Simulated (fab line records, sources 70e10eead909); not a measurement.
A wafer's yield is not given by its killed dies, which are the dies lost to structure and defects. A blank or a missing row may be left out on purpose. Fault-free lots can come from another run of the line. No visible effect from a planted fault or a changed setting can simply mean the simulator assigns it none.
Chamber matching / flow nand harc / ald hk-03 running NHARC_A_STAIRCASE_ALD_415: 4 sister chambers
The step deposits SiO2, target thk 30 nm, pulse time 6 s, ald cycles 300. 4 wafers are shown with their chamber, then 8 later ones without.

## EACH WAFER AND ITS CHAMBER
wafer=L088.5; chamber=2; heater power w (W)=493
wafer=L091.3; chamber=0; heater power w (W)=510
wafer=L091.5; chamber=1; heater power w (W)=478
wafer=L089.4; chamber=3; heater power w (W)=521

## WAFERS WITHOUT THEIR CHAMBER
wafer=L089.5; heater power w (W)=509
wafer=L089.6; heater power w (W)=518
wafer=L093.1; heater power w (W)=514
wafer=L093.5; heater power w (W)=463
wafer=L093.6; heater power w (W)=509
wafer=L097.2; heater power w (W)=505
wafer=L097.3; heater power w (W)=522
wafer=L097.5; heater power w (W)=521

## WHICH CHAMBER EACH ONE RAN IN
wafer=L089.5; from the rows above=can't be placed: 0 or 3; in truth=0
wafer=L089.6; from the rows above=can't be placed: 3 or 0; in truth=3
wafer=L093.1; from the rows above=can't be placed: 0 or 3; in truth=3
wafer=L093.5; from the rows above=1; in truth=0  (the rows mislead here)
wafer=L093.6; from the rows above=can't be placed: 0 or 3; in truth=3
wafer=L097.2; from the rows above=can't be placed: 0 or 2 or 3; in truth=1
wafer=L097.3; from the rows above=can't be placed: 3 or 0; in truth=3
wafer=L097.5; from the rows above=can't be placed: 3 or 0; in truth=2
0 of 8 placed correctly. These rows do not allow placing 7 (true chamber among the candidates in 5). Placed wrongly: 1.
How it was worked out, from the rows above alone: a wafer's distance from a chamber is the root of the sum, over the readings, of the square of ((its reading less the chamber's mean) divided by the reading's scatter). The wafer belongs to the nearest chamber; if the next one is less than 2 further off, it can't be placed. Each chamber's mean is taken over the wafers shown for it. The scatter: with one shown wafer a chamber, the root of the mean of the squares of how far each hidden wafer lies from its nearest shown one.
